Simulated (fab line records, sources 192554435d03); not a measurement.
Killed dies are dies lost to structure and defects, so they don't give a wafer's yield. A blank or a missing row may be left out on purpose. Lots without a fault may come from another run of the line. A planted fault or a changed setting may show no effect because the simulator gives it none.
Chamber matching | flow n5_finfet | N5_BEOL_M12_ETCH_67 on rie_diel-02: 4 sister chambers
The step etches SiARC in CF4, target depth 143 nm, time 238.3 s. 4 wafers are shown with their chamber, then 9 later ones without.

WAFERS WITH THEIR CHAMBER
wafer  | chamber | drypump_motor_current_A (A)
L082.6 | 2       | 6.4
L088.3 | 1       | 5.6
L089.5 | 3       | 6.8
L089.6 | 0       | 5.3

WAFERS WITHOUT THEIR CHAMBER
wafer  | drypump_motor_current_A (A)
L093.1 | 6.5
L093.3 | 6.8
L093.4 | 5.3
L095.1 | 6.8
L095.4 | 6.4
L095.6 | 5.3
L086.3 | 6.5
L086.4 | 5.3
L086.5 | 6.8

WHICH CHAMBER EACH WENT THROUGH
wafer  | from the rows above | in truth
L093.1 | 2                   | 2
L093.3 | 3                   | 3
L093.4 | 0                   | 0
L095.1 | 3                   | 3
L095.4 | 2                   | 2
L095.6 | 0                   | 0
L086.3 | 2                   | 2
L086.4 | 0                   | 0
L086.5 | 3                   | 3
Placed correctly: 9 of 9. Can't be placed from these rows: 0. Placed wrongly: 0.
How it was worked out, from the rows above alone: a wafer's distance from a chamber is the root of the sum, over the readings, of the square of ((its reading less the chamber's mean) divided by the reading's scatter). The wafer belongs to the nearest chamber; if the next one is less than 2 further off, it can't be placed. A chamber's mean is the mean of its shown wafers. The scatter: with one shown wafer a chamber, the root of the mean of the squares of how far each hidden wafer lies from its nearest shown one.
